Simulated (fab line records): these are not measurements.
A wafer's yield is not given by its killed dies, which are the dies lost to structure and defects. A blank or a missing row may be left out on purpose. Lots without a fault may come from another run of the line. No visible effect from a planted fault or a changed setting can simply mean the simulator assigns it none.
Which of the tools did it? / flow nandHarc / 15 lots, 43 wafers sampled, at 5 steps of a route of 1302

== WHAT THE GAUGES READ, wafer by wafer ==
NHARC_A_M1_OVL_MEAS_10: pitch 240 nm. Usual: overlayXNm 0.1 nm, standard deviation 0.73; overlayYNm -0.1 nm, standard deviation 0.79.
lot=L237; measured=day 23 03:10; on=overlay-02; overlayXNm (nm)=-0.1 -0.1 -0.3; overlayYNm (nm)=-1.0 -1.3 -0.9; flag=
lot=L236; measured=day 23 05:36; on=overlay-02; overlayXNm (nm)=0.1 0.1 0.1; overlayYNm (nm)=-0.3 -0.5 -0.4; flag=
lot=L238; measured=day 23 18:22; on=overlay-01; overlayXNm (nm)=-0.9 -0.4 -0.9; overlayYNm (nm)=0.3 0.7 0.5; flag=
lot=L240; measured=day 24 08:02; on=overlay-01; overlayXNm (nm)=0.5 0.0 0.6; overlayYNm (nm)=1.0 0.4 0.5; flag=
lot=L239; measured=day 24 08:22; on=overlay-01; overlayXNm (nm)=-1.6 -1.4 -1.4; overlayYNm (nm)=0.4 0.2 0.3; flag=
lot=L241; measured=day 25 19:43; on=overlay-01; overlayXNm (nm)=-0.1 0.5 0.1; overlayYNm (nm)=0.9 0.5 0.9; flag=
lot=L244; measured=day 26 02:09; on=overlay-02; overlayXNm (nm)=-0.9 0.3 -0.1; overlayYNm (nm)=0.1 0.8 0.7; flag=
lot=L242; measured=day 26 07:30; on=overlay-02; overlayXNm (nm)=0.2 0.4 0.8; overlayYNm (nm)=-0.1 -0.2 -0.4; flag=
lot=L248; measured=day 29 03:53; on=overlay-02; overlayXNm (nm)=1.7 2.2; overlayYNm (nm)=-0.4 -0.5; flag=
lot=L249; measured=day 29 13:25; on=overlay-01; overlayXNm (nm)=0.7; overlayYNm (nm)=-0.5; flag=
lot=L254; measured=day 30 01:31; on=overlay-01; overlayXNm (nm)=0.7 0.7 0.2; overlayYNm (nm)=-0.8 -0.5 -1.0; flag=
lot=L256; measured=day 31 10:14; on=overlay-01; overlayXNm (nm)=0.1 -0.5 0.4; overlayYNm (nm)=0.8 -0.1 -0.2; flag=
lot=L258; measured=day 32 08:04; on=overlay-02; overlayXNm (nm)=0.9 1.1 1.0; overlayYNm (nm)=0.5 0.0 0.3; flag=
lot=L257; measured=day 33 19:12; on=overlay-02; overlayXNm (nm)=-0.3 0.7 -0.5; overlayYNm (nm)=0.9 1.0 0.9; flag=

NHARC_A_M1_INSPECT_27. Usual: rawDefectCount 559, standard deviation 140.
lot=L237; measured=day 23 05:54; on=defectInspect-02; rawDefectCount=485 441 431; flag=
lot=L236; measured=day 23 08:18; on=defectInspect-01; rawDefectCount=382 385 435; flag=
lot=L238; measured=day 23 21:02; on=defectInspect-02; rawDefectCount=499 528 551; flag=
lot=L240; measured=day 24 10:43; on=defectInspect-01; rawDefectCount=609 569 743; flag=
lot=L239; measured=day 24 11:01; on=defectInspect-01; rawDefectCount=1010 651 794; flag=
lot=L241; measured=day 25 22:23; on=defectInspect-02; rawDefectCount=866 591 432; flag=
lot=L244; measured=day 26 04:52; on=defectInspect-02; rawDefectCount=470 571 428; flag=
lot=L242; measured=day 26 10:11; on=defectInspect-01; rawDefectCount=655 435 513; flag=
lot=L248; measured=day 29 06:35; on=defectInspect-01; rawDefectCount=422 591; flag=
lot=L249; measured=day 29 16:05; on=defectInspect-01; rawDefectCount=362; flag=
lot=L254; measured=day 30 04:13; on=defectInspect-01; rawDefectCount=431 474 479; flag=
lot=L256; measured=day 31 12:55; on=defectInspect-01; rawDefectCount=615 548 658; flag=
lot=L258; measured=day 32 10:44; on=defectInspect-01; rawDefectCount=548 488 503; flag=
lot=L257; measured=day 33 21:56; on=defectInspect-02; rawDefectCount=669 615 892; flag=

NHARC_A_BONDPAD_CD_MEAS_09 targets a cd of 500 nm. Usual: cdNm 499.5 nm, standard deviation 1.3.
lot=L237; measured=day 23 07:49; on=cdSem-02; cdNm (nm)=498.4 498.7 499.9; flag=
lot=L236; measured=day 23 10:07; on=cdSem-03; cdNm (nm)=499.2 498.9 501.8; flag=
lot=L238; measured=day 23 23:06; on=cdSem-02; cdNm (nm)=500.3 501.6 499.3; flag=
lot=L240; measured=day 24 12:31; on=cdSem-01; cdNm (nm)=498.6 497.7 497.9; flag=
lot=L239; measured=day 24 12:58; on=cdSem-03; cdNm (nm)=498.7 500.3 499.2; flag=
lot=L241; measured=day 26 00:17; on=cdSem-03; cdNm (nm)=500.1 499.6 499.9; flag=
lot=L244; measured=day 26 06:41; on=cdSem-03; cdNm (nm)=498.1 498.9 497.0; flag=
lot=L242; measured=day 26 11:59; on=cdSem-01; cdNm (nm)=498.2 497.1 498.3; flag=
lot=L248; measured=day 29 08:41; on=cdSem-02; cdNm (nm)=500.9 500.9; flag=
lot=L249; measured=day 29 17:55; on=cdSem-02; cdNm (nm)=497.7; flag=
lot=L254; measured=day 30 06:05; on=cdSem-01; cdNm (nm)=499.8 500.6 499.5; flag=
lot=L256; measured=day 31 15:00; on=cdSem-03; cdNm (nm)=499.6 501.1 499.6; flag=
lot=L258; measured=day 32 12:40; on=cdSem-02; cdNm (nm)=500.2 502.1 500.4; flag=
lot=L257; measured=day 33 23:52; on=cdSem-02; cdNm (nm)=499.6 499.1 499.1; flag=

NHARC_END_SORT_01. Usual: killedAtArray 58, standard deviation 15; killedAtOther 0.8, standard deviation 1.2; killedAtPeriphery 3.5, standard deviation 2.5; killedDies 62, standard deviation 15; killedOpen 3.2, standard deviation 1.7; killedShort 2.4, standard deviation 1.5.
lot=L250; measured=day 30 12:47; on=prober-01; killedAtArray=674 659; killedAtOther=0 0; killedAtPeriphery=2 3; killedDies=676 662; killedOpen=4 7; killedShort=3 1; flag=OFF
lot=L248; measured=day 30 12:04; on=prober-02; killedAtArray=36 666 25; killedAtOther=0 0 0; killedAtPeriphery=3 6 8; killedDies=39 672 33; killedOpen=3 3 3; killedShort=4 3 3; flag=OFF
lot=L249; measured=day 31 04:16; on=prober-01; killedAtArray=673 38; killedAtOther=1 2; killedAtPeriphery=2 3; killedDies=676 43; killedOpen=2 3; killedShort=2 3; flag=OFF

== WHAT TOOL EACH LOT RAN ON (gives the tool, then ch and the chambers of the sampled wafers, and finally the start) ==
lot=L237; NHARC_A_CONTACT_DEP_58=pecvd-01 ch 1,2, day 22 04:02
lot=L236; NHARC_A_CONTACT_DEP_58=pecvd-01 ch 0,1,2, day 22 06:36
lot=L238; NHARC_A_CONTACT_DEP_58=pecvd-04 ch 1,2, day 22 17:32
lot=L240; NHARC_A_CONTACT_DEP_58=pecvd-04 ch 0,1, day 23 08:47
lot=L239; NHARC_A_CONTACT_DEP_58=pecvd-02 ch 0,1, day 23 08:58
lot=L241; NHARC_A_CONTACT_DEP_58=pecvd-02 ch 0,1,2, day 24 16:13
lot=L244; NHARC_A_CONTACT_DEP_58=pecvd-01 ch 0,1,2, day 24 22:00
lot=L242; NHARC_A_CONTACT_DEP_58=pecvd-02 ch 0,1,2, day 25 05:25
lot=L250; NHARC_A_CONTACT_DEP_58=pecvd-04 ch 1,2, day 27 22:16
lot=L248; NHARC_A_CONTACT_DEP_58=pecvd-04 ch 0,1,2, day 28 00:45
lot=L249; NHARC_A_CONTACT_DEP_58=pecvd-04 ch 0,1, day 28 08:19
lot=L254; NHARC_A_CONTACT_DEP_58=pecvd-01 ch 0,1, day 29 01:21
lot=L256; NHARC_A_CONTACT_DEP_58=pecvd-01 ch 0,2, day 30 08:35
lot=L258; NHARC_A_CONTACT_DEP_58=pecvd-02 ch 0,1,2, day 31 08:41
lot=L257; NHARC_A_CONTACT_DEP_58=pecvd-04 ch 1,2, day 32 20:19
- NHARC_A_CONTACT_DEP_58: deposits SiON, target thk 90 nm.

== AS READ BY THE TOOLS THEMSELVES (means over the sampled wafers that have a number; for cases with no such wafer, the mark the record gives instead) ==
NHARC_A_CONTACT_DEP_58. Usual: heaterPowerW 745 W, standard deviation 91.
lot=L237; tool=pecvd-01; heaterPowerW (W)=728; flag=
lot=L236; tool=pecvd-01; heaterPowerW (W)=742; flag=
lot=L238; tool=pecvd-04; heaterPowerW (W)=817; flag=
lot=L240; tool=pecvd-04; heaterPowerW (W)=670; flag=
lot=L239; tool=pecvd-02; heaterPowerW (W)=840; flag=
lot=L241; tool=pecvd-02; heaterPowerW (W)=732; flag=
lot=L244; tool=pecvd-01; heaterPowerW (W)=719; flag=
lot=L242; tool=pecvd-02; heaterPowerW (W)=779; flag=
lot=L250; tool=pecvd-04; heaterPowerW (W)=812; flag=
lot=L248; tool=pecvd-04; heaterPowerW (W)=782; flag=
lot=L249; tool=pecvd-04; heaterPowerW (W)=732; flag=
lot=L254; tool=pecvd-01; heaterPowerW (W)=686; flag=
lot=L256; tool=pecvd-01; heaterPowerW (W)=745; flag=
lot=L258; tool=pecvd-02; heaterPowerW (W)=804; flag=
lot=L257; tool=pecvd-04; heaterPowerW (W)=846; flag=

== THE ANSWER, worked out from the rows above alone ==
Rule: lot off if the mean of its wafers having a number is beyond 3 standard deviations from the usual mean. A lot without any number at a reading at which 4 lots or more have one is off too. The other lots that the step has rows for count as sound. Order of review: gauges by route order, followed by the tools' own readings, for which a lot's mean as printed above is used. At the first step where some lot is off, the reading lying furthest off is the one used; lots without a number count as furthest.
Off, at NHARC_END_SORT_01 on killedAtArray: L250, L248, L249. Neither off nor sound, because the step has no rows for them: L237, L236, L238, L240, L239, L241, L244, L242, L254, L256, L258, L257.
If a tool, at a process step before that reading, ran all the lots that are off and no sound lot after the first of them, it fits. The gauges at NHARC_END_SORT_01 are tried like those tools. One fits: pecvd-04 at NHARC_A_CONTACT_DEP_58. It ran no sound lot before its first lot that is off in this sample, so the start can't be narrowed down.

== WHAT WAS PUT IN BY THE SIMULATOR ==
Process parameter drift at NHARC_A_CONTACT_DEP_58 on pecvd-04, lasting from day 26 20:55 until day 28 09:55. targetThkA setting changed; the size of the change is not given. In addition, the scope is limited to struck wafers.
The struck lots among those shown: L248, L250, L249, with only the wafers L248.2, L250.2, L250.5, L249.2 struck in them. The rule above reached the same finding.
